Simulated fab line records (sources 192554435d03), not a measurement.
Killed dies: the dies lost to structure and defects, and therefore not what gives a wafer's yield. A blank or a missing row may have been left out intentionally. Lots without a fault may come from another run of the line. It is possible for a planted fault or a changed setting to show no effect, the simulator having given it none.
Chamber matching | flow n5-finfet | 4 sister chambers for N5_SDB_CMP_30 on cmp-03
The step polishes, stops on poly-Si, t overpolish 1.54 s, target thk 30 nm. 8 wafers are shown with their chamber, then 10 later ones without.

== EACH WAFER AND ITS CHAMBER ==
wafer  | chamber | motor-current-A (A) | time-to-endpoint-s (s)
L079.3 | 0       | 12.4                | 18.9
L087.1 | 1       | 11.6                | 19.6
L087.6 | 1       | 11.1                | 19.3
L088.1 | 3       | 15.4                | 14.8
L088.3 | 2       | 12.7                | 16.2
L088.4 | 0       | 12.3                | 19.0
L092.1 | 2       | 12.4                | 20.3
L092.2 | 3       | 14.9                | 20.6

== WAFERS MISSING THEIR CHAMBER ==
wafer  | motor-current-A (A) | time-to-endpoint-s (s)
L092.3 | 11.1                | 22.7
L095.2 | 12.5                | 16.3
L095.3 | 10.8                | 19.8
L095.4 | 12.2                | 20.4
L096.2 | 12.4                | 20.0
L096.4 | 12.4                | 19.9
L096.6 | 12.5                | 20.2
L097.3 | 11.4                | 21.2
L097.5 | 14.8                | 19.5
L097.6 | 12.3                | 20.0

== CHAMBER TAKEN BY EACH ==
wafer  | from the rows above     | in truth
L092.3 | 1                       | 1
L095.2 | can't be placed: 2 or 0 | 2
L095.3 | 1                       | 1
L095.4 | can't be placed: 0 or 2 | 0
L096.2 | can't be placed: 0 or 2 | 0
L096.4 | can't be placed: 0 or 2 | 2
L096.6 | can't be placed: 0 or 2 | 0
L097.3 | 1                       | 1
L097.5 | 3                       | 3
L097.6 | can't be placed: 0 or 2 | 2
Placed correctly: 4 of 10. Not placeable from these rows: 6 (in 6, the candidates include the true chamber). 0 placed wrongly.
How it was worked out, from the rows above alone: a wafer's distance from a chamber is the root of the sum, over the readings, of the square of ((its reading less the chamber's mean) divided by the reading's scatter). The wafer belongs to the nearest chamber; if the next one is less than 2 further off, it can't be placed. The mean given for a chamber averages the wafers shown for that chamber. The scatter is the square root of a quotient: the sum, over the shown wafers, of each reading's squared deviation from its chamber's mean, divided by wafers minus chambers.
